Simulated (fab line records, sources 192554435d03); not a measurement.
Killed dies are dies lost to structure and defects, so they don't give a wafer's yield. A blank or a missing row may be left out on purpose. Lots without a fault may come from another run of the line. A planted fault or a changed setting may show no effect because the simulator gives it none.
fab line records | flow n5_finfet | part 2 of 2: steps 25 to 34 of 34
record lots=5 wafers=15 last_day=19
route steps=1938 shown BEOL_M12@1625
lots that met no fault: from a run of the same line without faults
start_h: hours from the record's first day to the start of the lot's first wafer shown | wait_h: hours since the lot's step before | " the same as in the row above | L1.1+2: a row that stands for several wafers | - no value, or no start given | * or withheld: withheld | < > ~ a bound
route shown NAME@n: a module of which the file shows steps, and the number in the route of the first | usual: mean/standard deviation of fault-free wafers | same: alike in all rows | chamber/n: place in a boat | sites: the reading at each site | _std_site: their standard deviation | _edge_site: outer sites' mean less inner sites' | radius_mm: how far each site lies from the wafer's centre | mask NAME#n: copy n | behind: the tool/chamber that last shaped the wafer | hold: why the lot was held/for how many hours/how that ended | device: the transistor (n, p or np) that didn't switch | end of line: the same wafers' tests at the end of the route | a step without rows: its recipe alone | killed: dies lost to structure and defects at the first sort, not the wafer's yield | map: a wafer's dies, x killed, . not, _ none there
set.NAME: the setting as run; set.NAME@STEP: as run at that earlier step | model.NAME: the simulator's own value behind a step, which no gauge read
lots at some steps of the route; a table a step, a row a wafer
services: from which hour (start_h, from the record's first day; less than 0 if before it) a tool's chamber was out of use, for how many hours, and why
## steps
# step N5_BEOL_M12_SPUTTER_44
# recipe material=Ta target_thk_a=100 temp_c=50 bias_v=80 power_w=15000 chamber_pressure_pa=0.07 time_s=16.13
# usual throttle_valve_pct=30.1/1.3
# columns lot.wafer tool chamber start_h wait_h throttle_valve_pct
L078.2 pvd_sputter-02 - 296.20 0.0 30.9
L078.3 " - " " 28.2
L078.5 " - " " 31.4
L081.1 pvd_sputter-03 - 309.77 0.0 28.0
L081.3 " - " " 30.9
L081.5 " - " " 28.3
L083.3 pvd_sputter-01 - 330.38 0.0 31.0
L083.4 " - " " 29.5
L083.6 " - " " 30.6
L086.1 pvd_sputter-01 - 350.40 0.0 33.1
L086.3 " - " " 31.3
L086.6 " - " " 29.4
L097.2 pvd_sputter-01 - 413.89 0.0 33.3
L097.4 " - " " 31.6
L097.5 " - " " 29.5
# step N5_BEOL_M12_SPUTTER_45
# recipe material=Cu target_thk_a=800 temp_c=-20 bias_v=60 power_w=26000 chamber_pressure_pa=0.13 time_s=13.33
# usual throttle_valve_pct=30.1/1.3
# columns lot.wafer tool chamber start_h wait_h throttle_valve_pct
L078.2 pvd_sputter-02 - 296.28 0.0 31.2
L078.3 " - " " 28.1
L078.5 " - " " 30.9
L081.1 pvd_sputter-03 - 309.85 0.0 28.1
L081.3 " - " " 30.7
L081.5 " - " " 28.2
L083.3 pvd_sputter-01 - 330.46 0.0 31.4
L083.4 " - " " 29.2
L083.6 " - " " 30.4
L086.1 pvd_sputter-01 - 350.48 0.0 33.4
L086.3 " - " " 31.3
L086.6 " - " " 29.4
L097.2 pvd_sputter-01 - 413.97 0.0 33.5
L097.4 " - " " 31.4
L097.5 " - " " 29.5
# step N5_BEOL_M12_ECD_47
# recipe material=Cu target_thk_a=7200
# columns lot.wafer tool chamber start_h wait_h
L078.2+3+5 ecd_cu-02 1 296.40 0.1
L081.1+3+5 ecd_cu-02 0,0,1 309.97 0.1
L083.3+4+6 ecd_cu-01 0,1,0 330.62 0.1
L086.1+3+6 ecd_cu-01 0 350.60 0.1
L097.2+4+5 ecd_cu-02 1,1,0 414.09 0.1
# step N5_BEOL_M12_ANNEAL_48
# recipe temp_c=225 time_s=90 ambient=N2
# usual wafer_temp_C_max=225.85/0.29
# columns lot.wafer tool chamber start_h wait_h wafer_temp_C_max
L078.2 rtp_anneal-02 0 296.59 0.1 226.08
L078.3 " 0 " " 225.76
L078.5 " 0 " " 226.32
L081.1 rtp_anneal-01 0 310.29 0.3 226.06
L081.3 " 0 " " 225.70
L081.5 " 0 " " 225.77
L083.3 rtp_anneal-01 0 330.81 0.2 225.71
L083.4 " 0 " " 225.55
L083.6 " 0 " " 225.42
L086.1 rtp_anneal-01 0 350.74 0.1 225.86
L086.3 " 0 " " 225.66
L086.6 " 0 " " 225.69
L097.2 rtp_anneal-02 0 414.28 0.1 226.08
L097.4 " 0 " " 226.78
L097.5 " 0 " " 226.44
# step N5_BEOL_M12_CMP_49
# recipe stop_on=SiOC t_overpolish_s=20.6 down_force_psi=1 platen_rpm=50 clearing_platen_down_force_psi=1.5 clearing_platen_rpm=50 post_cmp_clean=cu_alkaline target_thk_nm=320 clearing_platen_pad_velocity_m_s=0.99484 pad_velocity_m_s=0.99484
# usual barrier_field_endpoint_s=30.3/0.88 motor_current_A=5.9/0.46 overpolish_run_s=20.598/0.0091
# columns lot.wafer tool chamber start_h wait_h barrier_field_endpoint_s motor_current_A overpolish_run_s
L078.2 cmp-03 2 296.84 0.2 29.2 6.4 20.601
L078.3 " 0 " " 30.1 5.2 20.604
L078.5 " 2 " " 30.1 6.6 20.596
L081.1 cmp-01 3 310.64 0.3 28.9 5.2 20.593
L081.3 " 1 " " 30.8 6.1 20.594
L081.5 " 2 " " 28.5 6.5 20.603
L083.3 cmp-04 2 331.02 0.2 28.8 5.9 20.604
L083.4 " 3 " " 29.7 5.8 20.588
L083.6 " 2 " " 30.1 6.2 20.593
L086.1 cmp-03 3 351.07 0.3 31.6 6.1 20.595
L086.3 " 1 " " 29.3 5.2 20.606
L086.6 " 2 " " 29.9 6.4 20.587
L097.4 cmp-03 3 414.74 0.3 30.1 5.6 20.610
L097.2 " 0 " " 29.8 5.2 20.591
L097.5 " 2 " " 29.3 6.4 20.598
# step N5_BEOL_M12_THK_MEAS_50
# recipe thk_meas_gauge=xrf reads=Cu_of_BEOL_M12_ECD_47
# usual M12_THK=321/4.9
# columns lot.wafer tool chamber start_h wait_h M12_THK[nm]
L078.2 film_metro-01 - 297.13 - 315
L078.3 " - " " 317
L078.5 " - " " 320
L081.1 film_metro-01 - 310.90 - 323
L081.3 " - " " 320
L081.5 " - " " 318
L083.3 film_metro-02 - 331.31 - 321
L083.4 " - " " 317
L083.6 " - " " 323
L086.1 film_metro-01 - 351.33 - 326
L086.3 " - " " 323
L086.6 " - " " 318
L097.2 film_metro-01 - 415.00 - 320
L097.4 " - " " 314
L097.5 " - " " 318
# step N5_BEOL_M12_PRE_CLEAN_52
# recipe gas=NH3 time_s=15 temp_c=withheld rf_power_w=300
# columns lot.wafer tool chamber start_h wait_h
L078.2+3+5 pecvd-04 0,1,0 297.17 0.0
L081.1+3+5 pecvd-04 2,0,1 310.93 0.0
L083.3+4+6 pecvd-04 1,0,2 331.35 0.0
L086.1+3+6 pecvd-03 1,0,0 351.37 0.0
L097.2+4+5 pecvd-04 1,0,1 415.03 0.0
# step N5_BEOL_M12_DEP_53
# recipe material=SiCN target_thk_a=300 temp_c=withheld precursor=3MS/NH3 pressure_torr=3 rf_w=675 time_s=10.5
# usual showerhead_plenum_p_Torr=4.150/0.024 throttle_valve_pct=18.5/1
# columns lot.wafer tool chamber start_h wait_h showerhead_plenum_p_Torr throttle_valve_pct
L078.2 pecvd-04 0 297.19 0.0 4.164 18.1
L078.3 " 1 " " 4.169 18.9
L078.5 " 0 " " 4.167 18.2
L081.1 pecvd-04 2 310.96 0.0 4.109 17.4
L081.3 " 0 " " 4.159 18.1
L081.5 " 1 " " 4.170 18.9
L083.3 pecvd-04 1 331.37 0.0 4.171 18.9
L083.4 " 0 " " 4.169 18.1
L083.6 " 2 " " 4.117 17.5
L086.1 pecvd-03 1 351.39 0.0 4.151 19.7
L086.3 " 0 " " 4.158 20.7
L086.6 " 0 " " 4.171 20.5
L097.2 pecvd-04 1 415.06 0.0 4.163 16.3
L097.4 " 0 " " 4.164 18.2
L097.5 " 1 " " 4.159 16.3
# step N5_BEOL_M12_RS_MEAS_54
# recipe thk_meas_gauge=four-point-probe reads=Cu_of_BEOL_M12_ECD_47+Ta_of_BEOL_M12_SPUTTER_44+TaN_of_BEOL_M12_SPUTTER_43
# usual M12_RS=0.0601/0.0007
# columns lot.wafer tool chamber start_h wait_h M12_RS[ohm/sq]
L078.2 film_metro-01 - 297.26 0.0 0.0607
L078.3 " - " " 0.0603
L078.5 " - " " 0.0598
L081.1 film_metro-01 - 311.02 0.0 0.0597
L081.3 " - " " 0.0599
L081.5 " - " " 0.0605
L083.3 film_metro-01 - 331.44 0.0 0.0606
L083.4 " - " " 0.0610
L083.6 " - " " 0.0603
L086.1 film_metro-02 - 351.46 0.0 0.0591
L086.3 " - " " 0.0596
L086.6 " - " " 0.0604
L097.2 film_metro-02 - 415.13 0.1 0.0602
L097.4 " - " " 0.0609
L097.5 " - " " 0.0603
# step N5_BEOL_M12_INSPECT_55
# recipe inspect_instrument=darkfield mode=post_dep
# usual raw_defect_count=67/24
# columns lot.wafer tool chamber start_h wait_h raw_defect_count
L078.2 defect_inspect-01 - 297.28 0.0 65
L078.3 " - " " 72
L078.5 " - " " 76
L081.1 defect_inspect-01 - 311.05 0.0 80
L081.3 " - " " 86
L081.5 " - " " 54
L083.3 defect_inspect-02 - 331.46 0.0 28
L083.4 " - " " 34
L083.6 " - " " 52
L086.1 defect_inspect-01 - 351.48 0.0 62
L086.3 " - " " 99
L086.6 " - " " 48
L097.2 defect_inspect-02 - 415.15 0.0 50
L097.4 " - " " 52
L097.5 " - " " 31
## services
# columns tool chamber start_h hours kind
cmp-04 - 273.48 0.8 repair
plasma_asher-01 - 285.47 1.2 repair
rie_diel-01 - 288.94 2.8 pm
rie_diel-05 0 293.56 3.4 repair
krf_scanner-02 - 294.53 2.9 repair
cmp-03 - 303.28 0.5 repair
krf_scanner-01 - 313.60 1.3 pm
rtp_anneal-01 - 317.71 2.4 pm
plasma_asher-01 - 319.35 22.0 repair
krf_scanner-01 - 321.73 1.0 pm
cmp-04 - 323.84 1.4 repair
plasma_asher-02 - 325.92 1.3 repair
pecvd-03 - 331.36 0.6 repair
cmp-03 - 335.78 5.1 pm
krf_scanner-02 - 341.44 4.0 repair
wet_bench-03 - 342.67 1.9 pm
pvd_sputter-03 - 353.36 1.1 repair
pvd_sputter-03 - 355.01 3.2 repair
krf_scanner-02 - 364.86 1.3 pm
ecd_cu-02 - 378.19 6.2 repair
rie_diel-05 2 381.55 8.7 repair
rie_diel-01 2 385.76 11.6 repair
ecd_cu-01 - 388.91 4.2 repair
krf_scanner-02 - 402.54 0.8 pm
